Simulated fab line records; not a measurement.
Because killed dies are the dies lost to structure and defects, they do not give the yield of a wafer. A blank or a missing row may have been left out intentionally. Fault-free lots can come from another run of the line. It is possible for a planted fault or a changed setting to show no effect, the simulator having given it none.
A lot that was struck, set against a sound lot | flow nand_harc | 14 steps out of a route of 1159
Sound: the wafers L979.1, L979.4, L979.5. Struck: wafer L989.4 (left out: L989.1, L989.2 of the same lot, which were not struck); the cause appears at the end.
At each step with rows: each side's tool, then ch and its chambers, then its first start. Under that, the readings that differ: sound wafers | struck wafers | difference of the means | sigmas: that difference in standard deviations of wafers without a fault.
alike: readings whose means differ by less than 2 such deviations, and words and numbers that are the same on both sides. not compared: withheld readings, readings that some wafer has no value for, bounds like >300 that may hide the same value, and numbers for which the record gives no deviation and whose values overlap.
Wherever a step has rows on one side only, a row that says differs or no value, or a row with sigmas, the two part there. Non-overlapping numbers with no deviation appear without sigmas and do not part them. A reading that every wafer of one side lacks parts them only if that side has two wafers or more.

first, 1 step without rows for these wafers: NHARC_A_STAIRCASE_TRIM_12 (chemistry O2, time 211.2 s).
NHARC_A_STAIRCASE_ETCH_13: etches the open film in C4F8/O2, target depth 100 nm, time 40.5 s.
  sound on rie_diel-06 ch 1,2; struck on rie_diel-02 ch 0
  alike: bias_w, oes_product_au, rf_vpp_V
  not compared: rf_hours_counter_h
then, 2 steps without rows for these wafers: NHARC_A_STAIRCASE_TRIM_14 (chemistry O2, time 211.2 s); NHARC_A_STAIRCASE_ETCH_15 (etches the open film in C4F8/O2, target depth 100 nm, time 40.5 s).
NHARC_A_STAIRCASE_TRIM_16: chemistry O2, time 211.2 s.
  sound on rie_diel-06 ch 0,2,3; struck on rie_diel-02 ch 1
  alike: drypump_motor_current_A, mfc_ar_sccm, oes_product_au, rf_vpp_V, showerhead_plenum_p_Torr, throttle_valve_pct
  not compared: rf_hours_counter_h
then, 1 step without rows for these wafers: NHARC_A_STAIRCASE_ETCH_17 (etches the open film in C4F8/O2, target depth 100 nm, time 40.5 s).
NHARC_A_STAIRCASE_TRIM_18: chemistry O2, time 211.2 s.
  sound on rie_diel-06 ch 0,1,3; struck on rie_diel-02 ch 1
  alike: drypump_motor_current_A, mfc_ar_sccm, oes_product_au, rf_vpp_V, showerhead_plenum_p_Torr, throttle_valve_pct
  not compared: rf_hours_counter_h
NHARC_A_STAIRCASE_ETCH_19: etches the open film in C4F8/O2, target depth 100 nm, time 40.5 s.
  sound on rie_diel-06 ch 1,3; struck on rie_diel-02 ch 1
  reading               | sound             | struck | difference | sigmas
  oes_product_au (a.u.) | 0.957 0.945 0.942 | 0.918  | -0.030     | -2
  alike: bias_w, rf_vpp_V
  not compared: rf_hours_counter_h
NHARC_A_STAIRCASE_TRIM_20: chemistry O2, time 211.2 s.
  sound on rie_diel-06 ch 1,3, day 11 13:23; struck on rie_diel-02 ch 2, day 15 06:23
  reading                | sound                | struck | difference | sigmas
  throttle_valve_pct (%) | 17.034 17.050 17.021 | 17.054 | +0.019     | +2
  alike: drypump_motor_current_A, mfc_ar_sccm, oes_product_au, rf_vpp_V, showerhead_plenum_p_Torr
  not compared: rf_hours_counter_h
then, 2 steps without rows for these wafers: NHARC_A_STAIRCASE_ETCH_21 (etches the open film in C4F8/O2, target depth 100 nm, time 40.5 s); NHARC_A_STAIRCASE_TRIM_22 (chemistry O2, time 211.2 s).
NHARC_A_STAIRCASE_ETCH_23: etches the open film in C4F8/O2, target depth 100 nm, time 40.5 s.
  sound on rie_diel-06 ch 0,3, day 11 13:49; struck on rie_diel-02 ch 0, day 15 06:52
  reading               | sound             | struck | difference | sigmas
  oes_product_au (a.u.) | 0.948 0.931 0.933 | 0.746  | -0.191     | -17
  alike: bias_w, rf_vpp_V
  not compared: rf_hours_counter_h
then, 1 step without rows for these wafers: NHARC_A_STAIRCASE_TRIM_24 (chemistry O2, time 211.2 s).
-- jump in the record: it breaks off in module A_STAIRCASE and resumes in module END (first step shown: number 1159 of the route), and 9 days separate the struck wafers' starts before and after --
NHARC_END_SORT_01:
  here the record holds rows for the struck wafers (prober-01 ch 0, day 24 08:10) but none for the sound ones

WHERE THEY PART
First at NHARC_A_STAIRCASE_ETCH_19; last, within this record, at NHARC_END_SORT_01.

WHY: what had been put in by the simulator
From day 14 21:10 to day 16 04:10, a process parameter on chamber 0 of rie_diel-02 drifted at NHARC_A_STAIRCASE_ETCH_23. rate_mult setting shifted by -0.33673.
